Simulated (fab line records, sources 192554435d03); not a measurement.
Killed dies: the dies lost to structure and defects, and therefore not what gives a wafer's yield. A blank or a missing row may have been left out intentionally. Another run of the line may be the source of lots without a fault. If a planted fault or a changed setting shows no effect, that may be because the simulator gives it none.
One fault seen from 2 desks -- flow n5-finfet -- numbers are kept per desk, each desk with only its own; the story behind them comes last

== DESK OF THE TOOL OWNER: ald-sin-02 ==
The tool's own readings at N5_STI_FIN_REVEAL_ALD_00 (deposits SiO2, target thk 1 nm, pulse time 1 s): means of the sampled wafers that have a number, for each lot that ran on this tool. If a lot's mean is further than 4 standard deviations from the usual mean, the lot is out of limits and carries the mark OUT (the distance appears in the brackets).
Columns: A = heater-power-w at N5_STI_FIN_REVEAL_ALD_00, usual 495 W; B = precursor-pulse-height-rel at N5_STI_FIN_REVEAL_ALD_00, usual 0.995
lot,first seen here,A,B
L987,day 2 06:27,482,1.004
L988,day 2 10:13,480,1.006
L992,day 3 10:19,528,0.994
L106,day 6 21:32,498,0.988
L109,day 7 15:35,501,0.998
This desk's verdict: no lot among the 5 shows anything out of limits.

== FROM THE METROLOGY DESK ==
Lot by lot, what the gauges showed, no matter which tool ran the lot: averages of those sampled wafers that carry a number. If a lot's mean is further than 4 standard deviations from the usual mean, the lot is out of limits and carries the mark OUT (the distance appears in the brackets).
Columns: A = MIM_BOT_OVL at N5_MIM_BOT_LITHO_OVL_MEAS_11, usual 5 nm
lot,first seen here,A
L987,day 12 12:50,3
L988,day 12 15:37,4
L992,day 13 10:56,-1
L101,day 16 14:13,3
L102,day 16 20:38,12
L104,day 17 14:58,1
L106,day 17 21:40,10
L107,day 18 01:07,9
L108,day 18 02:58,-3
L109,day 18 22:43,8
L110,day 19 05:56,7
This desk's verdict: no lot among the 11 shows anything out of limits.

== BROUGHT TOGETHER ==
The tool owner's desk saw nothing out of limits.
The metrology desk saw nothing out of limits.

== WHAT THE SIMULATOR HAD PUT IN ==
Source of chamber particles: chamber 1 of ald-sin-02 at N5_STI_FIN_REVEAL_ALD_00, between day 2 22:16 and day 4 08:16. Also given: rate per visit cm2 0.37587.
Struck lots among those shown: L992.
